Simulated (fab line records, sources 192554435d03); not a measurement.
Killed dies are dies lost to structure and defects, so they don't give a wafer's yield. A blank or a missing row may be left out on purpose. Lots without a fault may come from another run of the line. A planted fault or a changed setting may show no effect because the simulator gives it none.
Split-lot experiment | flow n5_finfet | 7 lots, 21 wafers read, on a route of 1938 steps

THE SPLIT
At N5_BEOL_M8_TRENCH_ETCH_37 (etches SiCOH lowk in C4F6/O2, target depth 93.478 nm, time 31.2 s), the setting bias_w was moved away from the recipe's 185 W on 8 of the 21 wafers read, by -16.0% to +7.4%. The other wafers ran this setting at the recipe's value.

The reading is taken at the split's own step.

THE READING
rf_vpp_V, in V, at N5_BEOL_M8_TRENCH_ETCH_37 (etches SiCOH lowk in C4F6/O2, target depth 93.478 nm, time 31.2 s). Fault-free wafers of this fab line usually give 661 V, standard deviation 11 V.

wafer  | tool, chamber at the split | bias_w as run, W | against the recipe | rf_vpp_V, V | against lot-mates on the recipe
L077.1 | rie_diel-04, 3             | 195.3            | +5.6%              | 712         | +28
L077.5 | rie_diel-04, 3             | 185              | recipe             | 684         | -
L077.6 | rie_diel-04, 2             | 195.3            | +5.6%              | 681         | -3
L079.1 | rie_diel-03, 0             | 185              | recipe             | 663         | -
L079.3 | rie_diel-03, 1             | 185              | recipe             | 656         | -
L079.4 | rie_diel-03, 2             | 185              | recipe             | 664         | -
L082.1 | rie_diel-03, 1             | 185              | recipe             | 656         | -
L082.3 | rie_diel-03, 3             | 166.2            | -10.2%             | 615         | -40
L082.6 | rie_diel-03, 1             | 185              | recipe             | 655         | -
L083.1 | rie_diel-04, 3             | 185              | recipe             | 682         | -
L083.4 | rie_diel-04, 2             | 185              | recipe             | 653         | -
L083.5 | rie_diel-04, 3             | 185              | recipe             | 684         | -
L086.1 | rie_diel-03, 0             | 185              | recipe             | 661         | -
L086.2 | rie_diel-03, 1             | 185              | recipe             | 656         | -
L086.3 | rie_diel-03, 3             | 167              | -9.7%              | 619         | -40
L091.1 | rie_diel-04, 1             | 155.4            | -16.0%             | 576         | -87
L091.2 | rie_diel-04, 3             | 155.4            | -16.0%             | 595         | -68
L091.5 | rie_diel-04, 1             | 185              | recipe             | 663         | -
L095.3 | rie_diel-05, 0             | 198.6            | +7.4%              | 693         | +26
L095.4 | rie_diel-05, 2             | 185              | recipe             | 667         | -
L095.5 | rie_diel-05, 0             | 198.6            | +7.4%              | 693         | +26

THE FIT
A straight line over all 21 wafers: rf_vpp_V changes by +4.83 V for each +1% of bias_w; r = +0.95; the points scatter about the line by 11 V.
The same after taking each lot's own level away (the mean of its wafers on the recipe; 21 wafers): +4.25 V for each +1%; r = +0.95; scatter 9.5 V.
On that fit, the largest move of bias_w shifts the reading by 68 V.
The lots' own levels span 655.5 to 684.0 V, that is 2.6 times the standard deviation above.
So the lot-to-lot level changes the slope: the two fits differ.
Check: with one of the wafers moved furthest among these (-16.0%) left out of the fit, the line predicts -62.9 V for it against its lot-mates. It came out at -87 V against them.
Tool readings at the split's step, against how far the setting was moved: rf_vpp_V r = +0.95.

OTHER SPLITS ON THESE WAFERS
These wafers also went through other splits before the reading. Each is held against what the fit with the lots' levels taken away leaves over:
other split on the same wafers | wafers away from the commonest value | r with rf_vpp_V (lot level and that fit taken away)
N5_BEOL_M6_ETCH_66 bias_w      | 3                                    | -0.03
N5_BEOL_M7_ILD_DEP_00 time_s   | 4                                    | -0.22
N5_BEOL_M7_COAT_60 spin_rpm    | 4                                    | +0.01
N5_BEOL_M8_ETCH_65 source_w    | 6                                    | -0.04

THE FILE'S OWN FIT
rf_vpp_V changes by +4.27 V for each +1% of bias_w, r = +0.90.
